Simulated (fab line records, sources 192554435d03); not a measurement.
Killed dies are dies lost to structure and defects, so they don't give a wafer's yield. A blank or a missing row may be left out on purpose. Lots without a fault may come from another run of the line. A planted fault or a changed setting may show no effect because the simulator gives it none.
Chamber matching | flow n5_finfet | N5_BEOL_M10_CURE_71 on uv_cure-01: 3 sister chambers
The step cures SiCOH lowk, time 240 s. 3 wafers are shown with their chamber, then 10 later ones without.

WAFERS WITH THEIR CHAMBER
wafer  | chamber | wafer_temp_C_max
L078.6 | 0       | 387.1
L084.6 | 2       | 387.3
L087.3 | 1       | 386.8

WAFERS WITHOUT THEIR CHAMBER
wafer  | wafer_temp_C_max
L087.4 | 386.2
L093.1 | 386.8
L093.2 | 386.4
L093.4 | 386.3
L093.3 | 386.3
L093.5 | 386.6
L093.6 | 386.2
L096.2 | 387.2
L096.3 | 386.5
L096.5 | 386.9

WHICH CHAMBER EACH WENT THROUGH
wafer  | from the rows above          | in truth
L087.4 | can't be placed: 1 or 0 or 2 | 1
L093.1 | can't be placed: 1 or 0 or 2 | 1
L093.2 | can't be placed: 1 or 0 or 2 | 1
L093.4 | can't be placed: 1 or 0 or 2 | 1
L093.3 | can't be placed: 1 or 0 or 2 | 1
L093.5 | can't be placed: 1 or 0 or 2 | 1
L093.6 | can't be placed: 1 or 0 or 2 | 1
L096.2 | can't be placed: 0 or 2 or 1 | 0
L096.3 | can't be placed: 1 or 0 or 2 | 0
L096.5 | can't be placed: 1 or 0 or 2 | 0
Placed correctly: 0 of 10. Can't be placed from these rows: 10 (the true chamber is among the candidates in 10). Placed wrongly: 0.
How it was worked out, from the rows above alone: a wafer's distance from a chamber is the root of the sum, over the readings, of the square of ((its reading less the chamber's mean) divided by the reading's scatter). The wafer belongs to the nearest chamber; if the next one is less than 2 further off, it can't be placed. A chamber's mean is the mean of its shown wafers. The scatter: with one shown wafer a chamber, the root of the mean of the squares of how far each hidden wafer lies from its nearest shown one.
